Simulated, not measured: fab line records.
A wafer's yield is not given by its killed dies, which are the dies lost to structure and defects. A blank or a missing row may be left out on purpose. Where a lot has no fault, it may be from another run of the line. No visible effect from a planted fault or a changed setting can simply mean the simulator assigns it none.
Lot-split experiment + flow n5-finfet + on a route of 1938 steps: 7 lots, 39 wafers read

THE SPLIT
At N5_HKMG_FIN_EXPOSE_46 (exposes mask NDIPOLE), the setting dose-mj was moved away from the recipe's 40 on 15 of the 39 wafers read, by -6.0% to +4.6%. For the rest of the wafers, this setting stayed at what the recipe calls for.

FROM THE SPLIT TO THE READING: what the file shows between them, 2 steps
- N5_HKMG_FIN_PEB_47: peb time 60 s
- N5_HKMG_FIN_DEVELOP_48: develop time 30 s

THE READING
cd-nm at N5_HKMG_FIN_CD_MEAS_49, given in nm (cd target 202 nm). Typical for fault-free wafers on this fab line: 201.6 nm, with standard deviation 0.87 nm.

| wafer  | tool, chamber at the split | dose-mj as run | against the recipe | cd-nm, nm | against lot-mates on the recipe |
|--------|----------------------------|----------------|--------------------|-----------|---------------------------------|
| L074.1 | arfi-scanner-03, 0         | 37.6           | -6.0%              | 198.9     | -2.7                            |
| L074.2 | arfi-scanner-03, 0         | 40             | recipe             | 200.7     | -                               |
| L074.3 | arfi-scanner-03, 0         | 40             | recipe             | 202.3     | -                               |
| L074.4 | arfi-scanner-03, 0         | 37.6           | -6.0%              | 197.9     | -3.7                            |
| L074.5 | arfi-scanner-03, 0         | 40             | recipe             | 201.7     | -                               |
| L074.6 | arfi-scanner-03, 0         | 37.6           | -6.0%              | 199.2     | -2.4                            |
| L079.1 | arfi-scanner-01, 0         | 40             | recipe             | 201.3     | -                               |
| L079.2 | arfi-scanner-01, 0         | 39.11          | -2.2%              | 200.4     | -1.0                            |
| L079.3 | arfi-scanner-01, 0         | 40             | recipe             | 202.1     | -                               |
| L079.4 | arfi-scanner-01, 0         | 39.11          | -2.2%              | 201.2     | -0.2                            |
| L079.5 | arfi-scanner-01, 0         | 39.11          | -2.2%              | 200.5     | -0.9                            |
| L079.6 | arfi-scanner-01, 0         | 40             | recipe             | 200.8     | -                               |
| L083.1 | arfi-scanner-02, 0         | 41.86          | +4.6%              | 203.4     | +2.4                            |
| L083.2 | arfi-scanner-02, 0         | 41.86          | +4.6%              | 203.0     | +2.0                            |
| L083.3 | arfi-scanner-02, 0         | 41.86          | +4.6%              | 203.1     | +2.1                            |
| L083.4 | arfi-scanner-02, 0         | 40             | recipe             | 201.0     | -                               |
| L083.5 | arfi-scanner-02, 0         | 40             | recipe             | 201.3     | -                               |
| L083.6 | arfi-scanner-02, 0         | 40             | recipe             | 200.6     | -                               |
| L087.1 | arfi-scanner-01, 0         | 40             | recipe             | 200.8     | -                               |
| L087.2 | arfi-scanner-01, 0         | 40             | recipe             | 201.8     | -                               |
| L087.6 | arfi-scanner-01, 0         | 40             | recipe             | 201.5     | -                               |
| L088.1 | arfi-scanner-01, 0         | 38.8           | -3.0%              | 199.3     | -2.5                            |
| L088.2 | arfi-scanner-01, 0         | 38.8           | -3.0%              | 199.4     | -2.4                            |
| L088.3 | arfi-scanner-01, 0         | 38.8           | -3.0%              | 200.8     | -1.0                            |
| L088.4 | arfi-scanner-01, 0         | 40             | recipe             | 200.7     | -                               |
| L088.5 | arfi-scanner-01, 0         | 40             | recipe             | 202.9     | -                               |
| L088.6 | arfi-scanner-01, 0         | 40             | recipe             | 201.7     | -                               |
| L091.1 | arfi-scanner-03, 0         | 40             | recipe             | 203.3     | -                               |
| L091.2 | arfi-scanner-03, 0         | 40             | recipe             | 203.5     | -                               |
| L091.3 | arfi-scanner-03, 0         | 41.58          | +3.9%              | 205.3     | +2.3                            |
| L091.4 | arfi-scanner-03, 0         | 41.58          | +3.9%              | 205.2     | +2.2                            |
| L091.5 | arfi-scanner-03, 0         | 41.58          | +3.9%              | 205.3     | +2.3                            |
| L091.6 | arfi-scanner-03, 0         | 40             | recipe             | 202.3     | -                               |
| L094.1 | arfi-scanner-03, 0         | 40             | recipe             | 201.2     | -                               |
| L094.2 | arfi-scanner-03, 0         | 40             | recipe             | 201.4     | -                               |
| L094.3 | arfi-scanner-03, 0         | 40             | recipe             | 202.4     | -                               |
| L094.4 | arfi-scanner-03, 0         | 40             | recipe             | 201.6     | -                               |
| L094.5 | arfi-scanner-03, 0         | 40             | recipe             | 202.3     | -                               |
| L094.6 | arfi-scanner-03, 0         | 40             | recipe             | 202.0     | -                               |

THE FIT
A straight line over all 39 wafers: cd-nm changes by +0.54 nm for each +1% of dose-mj; r = +0.86; the points scatter about the line by 0.86 nm.
The same after taking each lot's own level away (the mean of its wafers on the recipe; 39 wafers): +0.503 nm for each +1%; r = +0.92; scatter 0.56 nm.
That fit puts the effect of the largest move of dose-mj on the reading at 3 nm.
The span of the lots' own levels, 200.97 to 203.03 nm, comes to 2.4 times the standard deviation stated above.
Hence the lot-to-lot level has little effect on the slope; both slopes agree.
Check: for one of the wafers moved furthest among these (-6.0%), held out of the fit, the line's prediction against its lot-mates is -3.06 nm. Against them it came out at -2.67 nm.

THE WHOLE CHAIN: every reading that the file lists as answering this split, in the file's order
| step                   | what it does                                           | reading                                                                | change (the file's fit)               | r (the file's) |
|------------------------|--------------------------------------------------------|------------------------------------------------------------------------|---------------------------------------|----------------|
| N5_HKMG_FIN_CD_MEAS_49 | target cd 202 nm                                       | cd-nm                                                                  | +0.503 nm for each +1% of the setting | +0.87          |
| N5_HKMG_FIN_ETCH_54    | etches SiARC in CF4, target depth 45.5 nm, time 75.8 s | HKMG_FIN.cd-offset-nm (the simulator's own value, which no gauge read) | +0.501 nm for each +1% of the setting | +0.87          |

THE FILE'S OWN FIT
cd-nm changes by +0.503 nm for each +1% of dose-mj, r = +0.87.
